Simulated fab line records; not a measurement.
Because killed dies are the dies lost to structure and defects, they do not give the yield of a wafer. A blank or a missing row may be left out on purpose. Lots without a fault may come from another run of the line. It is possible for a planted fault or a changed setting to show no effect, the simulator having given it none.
fab line records	flow n5Finfet
[record] lots = 24	wafers = 72	lastDay = 19
route steps=1938 shown MOL_CONTACT_COAG@543 BEOL_M0_SAQP@640
lots with no fault: from the same line, run without faults
startH: hours from the record's opening day to when the first of the lot's shown wafers began	waitH: hours since the lot's step before	" as in the row above	L1.1+2: a single row standing in for several wafers	- either no value or no given start	* or withheld: withheld	< > ~ a bound
route shown NAME@n: NAME is a module with steps in the file, n the number in the route of the first one	usual: the fault-free wafers' mean and standard deviation	same: alike in all rows	chamber/n: place in a boat	sites: readings site by site	_std_site: how widely they spread, as a standard deviation	_edge_site: mean of outer sites minus mean of inner sites	radiusMm: for every site, how far away it sits from the centre of the wafer	mask NAME#n: copy n	behind: the last tool/chamber to shape the wafer	hold: why the lot went on hold/how many hours it stayed there/how the hold came to an end	device: the transistor (n, p or np) that didn't switch	end of line: the tests these same wafers got at the end of their route	where a step has no rows: the recipe by itself	killed: the dies lost at the first sort to structure and to defects; this is not the yield of the wafer	map: shows each die of a wafer: x if killed, . if not, _ if none is there
set.NAME: the setting the step ran with; set.NAME@STEP: the setting that earlier step ran with	model.NAME: the simulator's own value behind a step, which no gauge read
route steps across a sampled set of lots; one table per step, one row per wafer
services: a tool's chamber out of use, with start hour (startH, from the record's first day; less than 0 if before it), hours out, and reason
[[steps]]
[step N5_MOL_CONTACT_COAG_TI_SIL_19]
[recipe] material = Ti	targetThkA = 42	tempC = 200	chamberPressurePa = 5	powerW = 5000	timeS = 15
[usual] throttleValvePct = 30.1/0.92
lot.wafer	tool	chamber	startH	waitH	throttleValvePct
L074.3	pvdSputter-02	-	91.12	0.2	29.6
L074.5	"	-	"	"	31.4
L074.6	"	-	"	"	29.8
L075.2	pvdSputter-01	-	96.75	0.1	30.0
L075.3	"	-	"	"	29.3
L075.5	"	-	"	"	30.1
L076.1	pvdSputter-01	-	102.81	0.2	30.2
L076.2	"	-	"	"	29.7
L076.6	"	-	"	"	32.0
L078.1	pvdSputter-02	-	113.92	0.2	29.8
L078.3	"	-	"	"	29.9
L078.4	"	-	"	"	30.4
L077.1	pvdSputter-02	-	114.12	0.2	29.8
L077.2	"	-	"	"	30.6
L077.6	"	-	"	"	30.3
L079.1	pvdSputter-02	-	119.38	0.4	29.5
L079.3	"	-	"	"	31.0
L079.6	"	-	"	"	29.8
L080.3	pvdSputter-02	-	125.77	0.2	31.1
L080.5	"	-	"	"	29.5
L080.6	"	-	"	"	30.3
L081.1	pvdSputter-03	-	132.32	0.2	28.5
L081.2	"	-	"	"	30.8
L081.5	"	-	"	"	28.4
L082.1	pvdSputter-01	-	140.02	0.2	29.5
L082.2	"	-	"	"	31.7
L082.6	"	-	"	"	31.9
L083.1	pvdSputter-02	-	143.01	0.4	30.7
L083.2	"	-	"	"	31.2
L083.3	"	-	"	"	29.3
L084.1	pvdSputter-02	-	148.37	0.3	29.3
L084.5	"	-	"	"	31.3
L084.6	"	-	"	"	30.7
L085.1	pvdSputter-01	-	156.09	0.3	30.0
L085.3	"	-	"	"	28.7
L085.6	"	-	"	"	29.8
L086.1	pvdSputter-03	-	164.32	0.3	30.2
L086.3	"	-	"	"	30.7
L086.5	"	-	"	"	30.9
L087.2	pvdSputter-03	-	167.06	0.3	30.1
L087.5	"	-	"	"	30.7
L087.6	"	-	"	"	28.3
L088.3	pvdSputter-02	-	174.04	0.1	29.5
L088.5	"	-	"	"	31.2
L088.6	"	-	"	"	30.5
L089.1	pvdSputter-03	-	178.49	2.0	30.2
L089.3	"	-	"	"	29.8
L089.6	"	-	"	"	29.8
L090.1	pvdSputter-03	-	186.43	0.3	30.1
L090.3	"	-	"	"	29.9
L090.5	"	-	"	"	30.1
L091.1	pvdSputter-03	-	193.23	0.3	29.8
L091.4	"	-	"	"	30.7
L091.6	"	-	"	"	30.0
L092.2	pvdSputter-02	-	197.45	0.2	31.1
L092.3	"	-	"	"	29.6
L092.6	"	-	"	"	30.0
L093.1	pvdSputter-03	-	206.27	0.2	31.2
L093.3	"	-	"	"	28.3
L093.5	"	-	"	"	30.0
L094.1	pvdSputter-03	-	206.37	0.3	28.6
L094.2	"	-	"	"	29.8
L094.5	"	-	"	"	28.6
L095.1	pvdSputter-01	-	213.02	0.3	29.4
L095.4	"	-	"	"	30.1
L095.6	"	-	"	"	28.9
L096.1	pvdSputter-01	-	218.47	0.2	29.1
L096.3	"	-	"	"	30.4
L096.4	"	-	"	"	31.6
L097.1	pvdSputter-01	-	231.55	0.3	30.0
L097.3	"	-	"	"	29.0
L097.6	"	-	"	"	29.4
[step N5_MOL_CONTACT_COAG_ANNEAL_113]
[recipe] tempC = 400	timeS = 300	ambient = H2/N2
[usual] annealTempCMax = 401.3/0.43	lampPowerPct = 2.54/0.17	wafer_temp_C_max = 402.2/0.42
lot.wafer	tool	chamber	startH	waitH	annealTempCMax	lampPowerPct	wafer_temp_C_max
L074.3	rtpAnneal-02	0	93.23	0.6	400.8	2.40	402.3
L074.5	"	0	"	"	400.7	2.40	401.7
L074.6	"	0	"	"	400.4	2.40	402.3
L075.2	rtpAnneal-02	0	100.43	0.5	401.6	2.40	402.3
L075.3	"	0	"	"	400.9	2.40	401.5
L075.5	"	0	"	"	400.9	2.40	401.8
L076.1	rtpAnneal-01	0	104.87	0.3	401.2	2.74	402.5
L076.2	"	0	"	"	400.9	2.74	401.8
L076.6	"	0	"	"	401.6	2.75	402.2
L078.1	rtpAnneal-02	0	115.85	0.3	401.3	2.40	401.9
L078.3	"	0	"	"	400.8	2.40	401.6
L078.4	"	0	"	"	400.5	2.40	402.0
L077.1	rtpAnneal-01	0	116.40	0.6	401.7	2.74	402.8
L077.2	"	0	"	"	402.0	2.75	403.4
L077.6	"	0	"	"	401.6	2.74	402.3
L079.1	rtpAnneal-01	0	121.25	0.6	401.5	2.74	402.3
L079.3	"	0	"	"	402.4	2.74	402.3
L079.6	"	0	"	"	402.3	2.75	402.0
L080.3	rtpAnneal-02	0	130.14	0.6	401.4	2.40	402.5
L080.5	"	0	"	"	401.4	2.40	402.2
L080.6	"	0	"	"	401.3	2.40	402.2
L081.1	rtpAnneal-01	0	134.19	0.3	401.2	2.74	402.2
L081.2	"	0	"	"	401.4	2.74	402.4
L081.5	"	0	"	"	401.2	2.74	401.9
L082.1	rtpAnneal-02	0	143.40	0.5	401.0	2.40	402.0
L082.2	"	0	"	"	401.0	2.40	402.4
L082.6	"	0	"	"	401.2	2.40	402.0
L083.1	rtpAnneal-01	0	146.76	0.3	402.5	2.74	402.5
L083.2	"	0	"	"	401.7	2.74	403.0
L083.3	"	0	"	"	401.7	2.75	402.8
L084.1	rtpAnneal-02	0	150.17	0.3	401.1	2.40	401.9
L084.5	"	0	"	"	400.7	2.40	402.5
L084.6	"	0	"	"	400.8	2.40	402.3
L085.1	rtpAnneal-01	0	158.28	0.3	402.4	2.75	402.5
L085.3	"	0	"	"	401.7	2.74	402.0
L085.6	"	0	"	"	401.4	2.74	402.1
L086.1	rtpAnneal-02	0	167.10	0.3	401.4	2.40	401.5
L086.3	"	0	"	"	401.2	2.40	402.1
L086.5	"	0	"	"	401.0	2.40	402.0
L087.2	rtpAnneal-01	0	168.72	0.5	401.7	2.75	401.6
L087.5	"	0	"	"	401.9	2.74	402.8
L087.6	"	0	"	"	401.7	2.74	401.7
L088.3	rtpAnneal-01	0	179.79	0.6	401.7	2.75	402.7
L088.5	"	0	"	"	401.3	2.74	402.8
L088.6	"	0	"	"	401.7	2.74	402.7
L089.1	rtpAnneal-02	0	180.34	0.6	400.5	2.40	402.9
L089.3	"	0	"	"	401.1	2.40	401.8
L089.6	"	0	"	"	401.4	2.40	402.2
L090.1	rtpAnneal-02	0	190.38	0.3	401.1	2.40	402.1
L090.3	"	0	"	"	401.0	2.40	402.6
L090.5	"	0	"	"	401.4	2.40	402.6
L091.1	rtpAnneal-02	0	195.15	0.4	400.9	2.40	401.3
L091.4	"	0	"	"	400.9	2.40	402.1
L091.6	"	0	"	"	401.2	2.40	402.4
L092.2	rtpAnneal-02	0	201.84	0.5	400.8	2.40	401.7
L092.3	"	0	"	"	401.2	2.40	402.6
L092.6	"	0	"	"	400.6	2.40	402.1
L093.1	rtpAnneal-02	0	208.66	0.3	400.9	2.40	402.1
L093.3	"	0	"	"	401.0	2.39	402.8
L093.5	"	0	"	"	401.0	2.40	402.0
L094.1	rtpAnneal-01	0	208.82	0.3	401.3	2.74	401.9
L094.2	"	0	"	"	401.6	2.74	402.4
L094.5	"	0	"	"	401.4	2.74	402.6
L095.1	rtpAnneal-02	0	215.07	0.3	400.6	2.40	402.2
L095.4	"	0	"	"	400.8	2.40	402.0
L095.6	"	0	"	"	401.0	2.40	401.9
L096.1	rtpAnneal-02	0	221.86	0.3	400.7	2.40	402.7
L096.3	"	0	"	"	401.0	2.40	402.0
L096.4	"	0	"	"	401.4	2.40	402.1
L097.1	rtpAnneal-01	0	235.11	0.3	401.8	2.74	402.7
L097.3	"	0	"	"	401.3	2.74	402.6
L097.6	"	0	"	"	401.5	2.74	402.0
[step N5_MOL_CONTACT_COAG_DESCUM_45]
[recipe] chemistry = O2	timeS = 7	sourcePowerW = 50	biasPowerW = 20	pressureMtorr = 20	rfFrequencyHz = 2.712e+07	tempC = 40	resist = CAR-EUV	o2FlowSccm = 225
[usual] drypumpMotorCurrentA = 5.7/0.45	oesProductAu = 0.79/0.096	rfVppV = 243.4/1.1	showerheadPlenumPTorr = 2.11/0.051	throttleValvePct = 20.45/0.23
lot.wafer	tool	chamber	startH	waitH	drypumpMotorCurrentA	oesProductAu	rfHoursCounterH	rfVppV	showerheadPlenumPTorr	throttleValvePct
L074.3	rieDiel-05	3	100.21	0.5	5.3	0.94	6	244.1	2.13	20.17
L074.5	"	2	"	"	5.5	0.70	-	243.3	2.09	20.45
L074.6	"	3	"	"	5.3	0.97	-	243.4	2.13	20.18
L075.2	rieDiel-02	3	109.48	0.1	6.4	0.68	251	240.5	1.97	20.69
L075.3	"	0	"	"	5.2	0.70	205	244.3	2.16	20.80
L075.5	"	1	"	"	5.0	0.71	-	244.0	2.08	20.51
L076.1	rieDiel-02	0	111.66	0.0	5.2	0.71	206	243.9	2.16	20.79
L076.2	"	3	"	"	6.3	0.69	252	241.5	1.97	20.68
L076.6	"	0	"	"	5.2	0.70	-	245.2	2.16	20.79
L078.1	rieDiel-02	0	123.87	0.1	5.2	0.70	211	243.8	2.16	20.83
L078.3	"	1	"	"	4.9	0.71	209	242.5	2.08	20.51
L078.4	"	1	"	"	5.0	0.71	-	244.1	2.08	20.50
L077.1	rieDiel-05	2	124.15	0.0	5.5	0.71	199	241.8	2.09	20.43
L077.2	"	0	"	"	6.2	0.74	150	243.3	2.11	20.77
L077.6	"	1	"	"	5.4	0.75	-	242.8	2.08	20.58
L079.1	rieDiel-06	3	128.44	0.0	5.8	0.74	160	243.8	2.10	20.58
L079.3	"	0	"	"	5.8	0.92	19	243.7	2.13	20.34
L079.6	"	2	"	"	6.3	0.73	-	243.5	2.07	20.39
L080.3	rieDiel-06	1	138.26	0.0	5.7	0.89	28	244.4	2.11	19.97
L080.5	"	0	"	"	5.8	0.93	-	243.5	2.13	20.36
L080.6	"	3	"	"	5.8	0.74	-	244.7	2.10	20.58
L081.1	rieDiel-05	0	141.83	0.0	6.2	0.73	158	242.7	2.11	20.79
L081.2	"	3	"	"	5.3	0.92	17	243.3	2.13	20.16
L081.5	"	3	"	"	5.3	0.92	-	243.8	2.13	20.18
L082.1	rieDiel-02	3	153.85	0.0	6.4	0.99	3	245.7	2.23	20.24
L082.2	"	1	"	"	5.0	0.71	218	243.6	2.07	20.51
L082.6	"	2	"	"	5.8	0.88	-	244.1	2.13	20.37
L083.1	rieDiel-05	0	154.32	0.0	6.2	0.74	161	242.7	2.11	20.78
L083.2	"	2	"	"	5.5	0.69	211	243.1	2.08	20.47
L083.3	"	1	"	"	5.4	0.75	165	243.7	2.08	20.62
L084.1	rieDiel-02	2	157.12	0.0	5.8	0.88	37	244.4	2.13	20.37
L084.5	"	3	"	"	6.3	0.97	-	245.1	2.23	20.25
L084.6	"	2	"	"	5.8	0.87	-	243.1	2.13	20.36
L085.1	rieDiel-06	0	166.38	0.0	5.9	0.90	31	244.5	2.13	20.37
L085.3	"	2	"	"	6.3	0.72	202	245.2	2.06	20.43
L085.6	"	1	"	"	5.7	0.86	-	243.0	2.11	19.99
L087.2	rieDiel-06	2	175.70	0.0	6.3	0.72	204	243.1	2.06	20.44
L087.5	"	0	"	"	5.8	0.90	-	244.6	2.13	20.38
L087.6	"	1	"	"	5.7	0.86	-	243.2	2.11	19.98
L086.1	rieDiel-06	1	175.99	0.0	5.7	0.86	39	243.5	2.11	20.00
L086.3	"	2	"	"	6.3	0.71	204	242.5	2.06	20.42
L086.5	"	1	"	"	5.7	0.86	-	243.7	2.11	20.00
L088.3	rieDiel-02	1	191.76	0.0	5.0	0.69	227	242.2	2.07	20.53
L088.5	"	3	"	"	6.4	0.94	-	245.3	2.22	20.26
L088.6	"	1	"	"	5.0	0.70	-	240.9	2.07	20.54
L089.1	rieDiel-02	3	192.36	0.4	6.3	0.94	16	244.3	2.22	20.27
L089.3	"	1	"	"	5.0	0.69	228	242.7	2.07	20.54
L089.6	"	1	"	"	5.0	0.69	-	242.2	2.07	20.53
L090.1	rieDiel-05	0	201.25	0.2	6.2	0.72	177	243.7	2.10	20.82
L090.3	"	2	"	"	5.5	0.66	225	244.0	2.08	20.50
L090.5	"	1	"	"	5.4	0.73	-	242.6	2.07	20.64
L091.1	rieDiel-06	0	202.89	0.0	5.8	0.89	40	242.2	2.12	20.40
L091.4	"	3	"	"	5.8	0.72	183	242.8	2.09	20.61
L091.6	"	1	"	"	5.8	0.84	-	243.6	2.11	19.99
L092.2	rieDiel-02	2	208.08	0.0	5.8	0.84	55	244.0	2.13	20.38
L092.3	"	3	"	"	6.4	0.92	23	245.7	2.22	20.26
L092.6	"	0	"	"	5.2	0.68	-	245.2	2.15	20.85
L093.1	rieDiel-06	0	215.88	0.0	5.8	0.89	44	243.6	2.12	20.40
L093.3	"	1	"	"	5.7	0.84	48	244.3	2.11	20.02
L093.5	"	0	"	"	5.8	0.88	-	241.8	2.12	20.38
L094.1	rieDiel-05	0	216.21	0.0	6.2	0.72	181	242.7	2.10	20.82
L094.2	"	1	"	"	5.4	0.73	182	243.3	2.07	20.64
L094.5	"	0	"	"	6.3	0.71	-	242.8	2.10	20.80
L095.1	rieDiel-02	0	222.72	0.0	5.2	0.68	241	244.2	2.15	20.84
L095.4	"	1	"	"	5.0	0.69	240	242.4	2.07	20.54
L095.6	"	2	"	"	5.8	0.84	-	244.0	2.13	20.39
L096.1	rieDiel-05	2	230.92	0.1	5.5	0.67	234	241.2	2.07	20.50
L096.3	"	0	"	"	6.2	0.70	186	243.0	2.10	20.82
L096.4	"	3	"	"	5.3	0.85	46	244.1	2.12	20.24
L097.1	rieDiel-02	2	243.21	0.0	5.8	0.83	66	243.2	2.12	20.41
L097.3	"	3	"	"	6.4	0.87	39	244.8	2.22	20.29
L097.6	"	0	"	"	5.2	0.67	-	244.3	2.15	20.85
[step N5_MOL_CONTACT_COAG_STRIP_72]
[recipe] chemistry = N2/H2	powerW = 450	tempC = 40	pressureMtorr = 20	rfFrequencyHz = 6e+07	overashFraction = 3	biasPowerW = 7	h2Frac = 0.5	n2FlowSccm = 200	h2FlowSccm = 200
[usual] drypumpMotorCurrentA = 5.8/0.42	oesProductAu = 0.80/0.091	rfVppV = 59.1/2	showerheadPlenumPTorr = 2.56/0.055	throttleValvePct = 23.59/0.25
lot.wafer	tool	chamber	startH	waitH	drypumpMotorCurrentA	oesProductAu	rfHoursCounterH	rfVppV	showerheadPlenumPTorr	throttleValvePct
L074.3	rieDiel-06	1	101.00	0.0	5.7	0.92	16	56.3	2.62	23.53
L074.5	"	2	"	"	6.3	0.74	-	56.8	2.52	23.46
L074.6	"	3	"	"	5.8	0.74	-	56.6	2.52	23.40
L075.2	rieDiel-06	1	110.26	0.0	5.8	0.89	19	54.7	2.62	23.57
L075.3	"	0	"	"	5.8	0.93	13	60.5	2.58	23.84
L075.5	"	2	"	"	6.3	0.74	-	61.7	2.52	23.53
L076.1	rieDiel-05	1	112.56	0.0	5.4	0.77	149	57.0	2.54	23.77
L076.2	"	2	"	"	5.5	0.69	194	59.3	2.53	23.47
L076.6	"	3	"	"	5.3	0.94	-	57.3	2.61	23.84
L078.1	rieDiel-02	0	124.46	0.0	5.1	0.71	211	58.2	2.61	23.87
L078.3	"	2	"	"	5.8	0.89	25	58.3	2.58	23.59
L078.4	"	0	"	"	5.2	0.71	-	54.6	2.61	23.92
L077.1	rieDiel-02	1	124.80	0.0	5.0	0.72	209	59.6	2.50	23.58
L077.2	"	2	"	"	5.8	0.88	26	56.3	2.58	23.57
L077.6	"	1	"	"	5.0	0.71	-	58.1	2.50	23.59
L079.1	rieDiel-06	2	129.20	0.0	6.3	0.72	189	58.4	2.51	23.56
L079.3	"	0	"	"	5.8	0.93	20	59.6	2.58	23.87
L079.6	"	2	"	"	6.3	0.73	-	61.4	2.51	23.51
L080.3	rieDiel-06	3	139.12	0.0	5.8	0.75	163	61.2	2.51	23.42
L080.5	"	2	"	"	6.3	0.72	-	56.8	2.51	23.50
L080.6	"	1	"	"	5.8	0.87	-	59.4	2.62	23.52
L081.1	rieDiel-06	2	142.42	0.0	6.3	0.71	193	59.0	2.51	23.54
L081.2	"	0	"	"	5.8	0.91	23	59.8	2.58	23.86
L081.5	"	0	"	"	5.9	0.91	-	56.1	2.58	23.90
L082.1	rieDiel-06	3	154.59	0.0	5.8	0.72	168	58.7	2.51	23.45
L082.2	"	0	"	"	5.8	0.91	27	60.6	2.58	23.83
L082.6	"	2	"	"	6.3	0.71	-	59.8	2.51	23.50
L083.1	rieDiel-02	1	154.91	0.0	5.0	0.70	219	62.0	2.50	23.62
L083.2	"	2	"	"	5.8	0.88	35	56.8	2.58	23.59
L083.3	"	3	"	"	6.4	0.99	4	63.4	2.69	22.95
L084.1	rieDiel-06	2	157.77	0.0	6.3	0.72	198	61.5	2.51	23.52
L084.5	"	0	"	"	5.8	0.90	-	60.2	2.57	23.89
L084.6	"	1	"	"	5.7	0.85	-	61.5	2.61	23.54
L085.1	rieDiel-06	3	167.26	0.0	5.8	0.73	173	61.7	2.51	23.43
L085.3	"	1	"	"	5.7	0.84	36	61.5	2.61	23.51
L085.6	"	2	"	"	6.3	0.71	-	64.4	2.51	23.53
L087.2	rieDiel-05	1	176.29	0.0	5.4	0.74	172	57.1	2.53	23.83
L087.5	"	3	"	"	5.3	0.92	-	60.5	2.60	23.86
L087.6	"	0	"	"	6.3	0.72	-	57.3	2.52	23.76
L086.1	rieDiel-06	2	176.59	0.0	6.3	0.71	204	57.5	2.51	23.56
L086.3	"	1	"	"	5.7	0.86	39	59.8	2.61	23.56
L086.5	"	0	"	"	5.8	0.90	-	62.4	2.57	23.84
L088.3	rieDiel-06	3	192.40	0.0	5.8	0.72	179	58.0	2.51	23.42
L088.5	"	0	"	"	5.8	0.89	-	57.6	2.57	23.88
L088.6	"	3	"	"	5.8	0.73	-	59.5	2.50	23.48
L089.1	rieDiel-06	3	193.36	0.0	5.8	0.72	180	58.3	2.50	23.42
L089.3	"	1	"	"	5.7	0.85	42	59.6	2.61	23.55
L089.6	"	3	"	"	5.8	0.72	-	58.9	2.51	23.48
L090.1	rieDiel-06	1	202.20	0.0	5.8	0.84	45	60.1	2.61	23.55
L090.3	"	0	"	"	5.8	0.88	40	58.3	2.57	23.88
L090.5	"	0	"	"	5.8	0.90	-	59.2	2.57	23.87
L091.1	rieDiel-02	0	203.48	0.0	5.2	0.70	232	62.5	2.60	23.99
L091.4	"	3	"	"	6.4	0.93	22	59.9	2.68	23.00
L091.6	"	3	"	"	6.4	0.91	-	60.5	2.68	23.01
L092.2	rieDiel-06	2	208.68	0.0	6.3	0.72	212	59.7	2.50	23.56
L092.3	"	3	"	"	5.8	0.71	184	60.5	2.50	23.43
L092.6	"	0	"	"	5.8	0.89	-	58.7	2.57	23.90
L093.1	rieDiel-02	0	216.48	0.0	5.2	0.68	238	59.7	2.60	23.97
L093.3	"	3	"	"	6.3	0.92	27	58.1	2.67	22.98
L093.5	"	0	"	"	5.2	0.69	-	58.3	2.60	23.97
L094.1	rieDiel-02	1	216.82	0.0	5.0	0.70	237	61.0	2.49	23.65
L094.2	"	3	"	"	6.3	0.92	27	58.0	2.67	22.98
L094.5	"	3	"	"	6.4	0.91	-	56.8	2.68	22.98
L095.1	rieDiel-02	3	223.41	0.0	6.4	0.91	30	61.4	2.67	22.97
L095.4	"	1	"	"	5.0	0.67	240	54.1	2.49	23.66
L095.6	"	2	"	"	5.8	0.86	-	57.2	2.57	23.64
L096.1	rieDiel-06	0	231.59	0.0	5.8	0.86	51	61.5	2.56	23.93
L096.3	"	1	"	"	5.8	0.83	54	61.6	2.60	23.56
L096.4	"	3	"	"	5.8	0.73	192	58.1	2.50	23.47
L097.1	rieDiel-02	2	243.81	0.0	5.8	0.83	66	58.9	2.56	23.67
L097.3	"	3	"	"	6.4	0.88	39	58.7	2.67	22.98
L097.6	"	3	"	"	6.3	0.87	-	62.4	2.67	23.04
[step N5_MOL_CONTACT_COAG_CD_MEAS_101]
[recipe] targetCdNm = 16
[usual] cdNm = 16.0/0.34
lot.wafer	tool	chamber	startH	waitH	cdNm
L074.3	cdSem-03	-	101.23	0.0	15.9
L074.5	"	-	"	"	16.4
L074.6	"	-	"	"	16.2
L075.2	cdSem-01	-	110.55	0.0	15.8
L075.3	"	-	"	"	15.7
L075.5	"	-	"	"	15.4
L076.1	cdSem-03	-	112.78	0.0	16.0
L076.2	"	-	"	"	15.4
L076.6	"	-	"	"	15.8
L078.1	cdSem-02	-	124.70	0.0	16.3
L078.3	"	-	"	"	15.6
L078.4	"	-	"	"	15.8
L077.1	cdSem-03	-	125.03	0.0	16.8
L077.2	"	-	"	"	15.9
L077.6	"	-	"	"	16.4
L079.1	cdSem-03	-	129.43	0.0	15.7
L079.3	"	-	"	"	15.3
L079.6	"	-	"	"	15.9
L080.3	cdSem-02	-	139.35	0.0	15.9
L080.5	"	-	"	"	15.3
L080.6	"	-	"	"	15.8
L081.1	cdSem-02	-	142.65	0.0	15.6
L081.2	"	-	"	"	15.8
L081.5	"	-	"	"	16.0
L082.1	cdSem-02	-	154.82	0.0	16.0
L082.2	"	-	"	"	16.3
L082.6	"	-	"	"	15.7
L083.1	cdSem-03	-	155.14	0.0	16.2
L083.2	"	-	"	"	15.4
L083.3	"	-	"	"	16.2
L084.1	cdSem-03	-	158.00	0.0	15.8
L084.5	"	-	"	"	15.7
L084.6	"	-	"	"	16.0
L085.1	cdSem-02	-	167.49	0.0	16.1
L085.3	"	-	"	"	16.1
L085.6	"	-	"	"	16.1
L087.2	cdSem-02	-	176.52	0.0	15.9
L087.5	"	-	"	"	15.7
L087.6	"	-	"	"	15.7
L086.1	cdSem-03	-	176.81	0.0	16.4
L086.3	"	-	"	"	16.0
L086.5	"	-	"	"	15.9
L088.3	cdSem-03	-	192.63	0.0	15.8
L088.5	"	-	"	"	16.4
L088.6	"	-	"	"	15.8
L089.1	cdSem-02	-	193.59	0.0	15.7
L089.3	"	-	"	"	15.5
L089.6	"	-	"	"	16.0
L090.1	cdSem-03	-	202.43	0.0	15.5
L090.3	"	-	"	"	16.3
L090.5	"	-	"	"	16.1
L091.1	cdSem-03	-	203.71	0.0	15.9
L091.4	"	-	"	"	16.2
L091.6	"	-	"	"	16.1
L092.2	cdSem-03	-	208.91	0.0	15.9
L092.3	"	-	"	"	16.2
L092.6	"	-	"	"	15.8
L093.1	cdSem-03	-	216.74	0.0	16.2
L093.3	"	-	"	"	16.0
L093.5	"	-	"	"	16.2
L094.1	cdSem-02	-	217.08	0.0	15.6
L094.2	"	-	"	"	15.7
L094.5	"	-	"	"	15.9
L095.1	cdSem-03	-	223.68	0.0	15.9
L095.4	"	-	"	"	16.1
L095.6	"	-	"	"	16.0
L096.1	cdSem-02	-	231.82	0.0	15.4
L096.3	"	-	"	"	15.9
L096.4	"	-	"	"	15.4
L097.1	cdSem-03	-	244.03	0.0	15.8
L097.3	"	-	"	"	16.7
L097.6	"	-	"	"	16.2
[step N5_BEOL_M0_SAQP_HM_DEP_111]
[recipe] material = SiO2	targetThkA = 120	tempC = 400	precursor = SiH4/N2O	pressureTorr = 0.75	rfW = 275	timeS = 7.2
[usual] heaterPowerOuterW = 463/57	heaterPowerW = 750/69	showerheadPlenumPTorr = 8.15/0.11
lot.wafer	tool	chamber	startH	waitH	heaterPowerOuterW	heaterPowerW	showerheadPlenumPTorr
L074.3	pecvd-02	2	106.04	0.1	534	817	8.13
L074.5	"	2	"	"	561	818	8.11
L074.6	"	1	"	"	489	783	8.12
L075.2	pecvd-04	1	115.59	0.0	507	746	8.31
L075.3	"	2	"	"	497	851	7.95
L075.5	"	2	"	"	492	820	7.97
L076.1	pecvd-04	2	118.63	0.0	457	795	7.96
L076.2	"	0	"	"	322	609	8.31
L076.6	"	1	"	"	490	738	8.31
L078.1	pecvd-04	0	129.63	0.0	374	641	8.33
L078.3	"	1	"	"	492	729	8.32
L078.4	"	2	"	"	450	780	7.96
L077.1	pecvd-03	0	133.09	0.0	440	722	8.13
L077.2	"	2	"	"	455	705	8.18
L077.6	"	0	"	"	438	722	8.13
L079.1	pecvd-04	1	136.50	0.0	427	657	8.31
L079.3	"	2	"	"	518	879	7.95
L079.6	"	2	"	"	525	875	7.97
L080.3	pecvd-03	2	146.23	0.0	445	701	8.18
L080.5	"	2	"	"	450	718	8.21
L080.6	"	1	"	"	465	749	8.15
L081.1	pecvd-04	1	148.84	0.0	530	771	8.31
L081.2	"	2	"	"	531	843	7.95
L081.5	"	1	"	"	511	754	8.31
L082.1	pecvd-02	1	159.93	0.0	494	775	8.14
L082.2	"	2	"	"	472	719	8.13
L082.6	"	2	"	"	467	726	8.13
L083.1	pecvd-02	2	162.91	0.0	583	851	8.12
L083.2	"	0	"	"	481	810	8.07
L083.3	"	1	"	"	504	777	8.11
L084.1	pecvd-04	0	166.07	0.0	375	648	8.34
L084.5	"	0	"	"	370	669	8.32
L084.6	"	1	"	"	526	764	8.33
L085.1	pecvd-03	2	173.31	0.0	440	707	8.18
L085.3	"	1	"	"	452	689	8.15
L085.6	"	2	"	"	441	684	8.17
L087.2	pecvd-03	1	183.17	0.0	436	682	8.14
L087.5	"	1	"	"	440	683	8.15
L087.6	"	0	"	"	425	710	8.16
L086.1	pecvd-02	1	184.51	0.0	463	772	8.13
L086.3	"	2	"	"	538	774	8.13
L086.5	"	0	"	"	459	793	8.10
L088.3	pecvd-02	2	198.10	0.0	568	838	8.12
L088.5	"	2	"	"	593	868	8.13
L088.6	"	1	"	"	499	810	8.11
L089.1	pecvd-04	0	201.46	0.0	359	653	8.32
L089.3	"	0	"	"	359	653	8.31
L089.6	"	2	"	"	513	856	7.97
L090.1	pecvd-02	2	208.13	0.0	495	762	8.15
L090.3	"	1	"	"	501	809	8.13
L090.5	"	1	"	"	496	804	8.14
L091.1	pecvd-04	2	211.03	0.0	471	799	7.94
L091.4	"	2	"	"	468	819	7.94
L091.6	"	0	"	"	316	593	8.32
L092.2	pecvd-02	2	214.01	0.0	572	819	8.13
L092.3	"	0	"	"	501	834	8.08
L092.6	"	1	"	"	503	814	8.12
L093.1	pecvd-03	2	222.01	0.0	392	635	8.17
L093.3	"	1	"	"	416	685	8.13
L093.5	"	1	"	"	418	683	8.13
L094.1	pecvd-04	0	225.42	0.0	385	656	8.31
L094.2	"	1	"	"	499	756	8.31
L094.5	"	2	"	"	520	862	7.93
L095.1	pecvd-03	0	228.72	0.0	400	698	8.16
L095.4	"	2	"	"	448	696	8.20
L095.6	"	2	"	"	454	709	8.20
L096.1	pecvd-03	0	238.03	0.0	490	821	8.16
L096.3	"	1	"	"	517	805	8.11
L096.4	"	0	"	"	496	811	8.14
L097.1	pecvd-02	2	252.46	0.0	457	702	8.14
L097.3	"	1	"	"	492	789	8.12
L097.6	"	0	"	"	500	814	8.10
[[services]]
tool	chamber	startH	hours	kind
rieDiel-06	0	67.14	4.2	repair
pecvd-02	-	70.30	0.9	repair
pvdSputter-03	-	79.64	42.5	repair
rieDiel-02	2	98.10	16.2	repair
pecvd-03	-	102.54	6.0	pm
rieDiel-02	3	114.42	-	clean
rieDiel-02	3	114.42	-	consumableReplace:focusRing
rieDiel-02	3	114.42	-	consumableReplace:showerhead
rieDiel-02	3	114.42	17.7	scheduledDown
rieDiel-02	3	114.42	17.7	ventCycle
rieDiel-05	3	118.81	5.5	repair
pvdSputter-01	-	143.59	5.2	repair
rieDiel-02	0	153.84	5.9	repair
rieDiel-02	1	156.34	5.9	repair
pecvd-03	-	162.43	2.2	repair
pecvd-02	-	165.07	2.8	pm
rieDiel-02	0	190.66	4.0	repair
pecvd-04	-	203.08	1.3	repair
rieDiel-02	2	212.97	7.8	repair
pecvd-03	1	223.73	6.0	repair
rieDiel-02	0	233.99	1.9	repair
pecvd-03	2	234.72	9.0	repair
rieDiel-02	0	250.82	-	clean
rieDiel-02	0	250.82	-	consumableReplace:focusRing
[[key]]
fault none
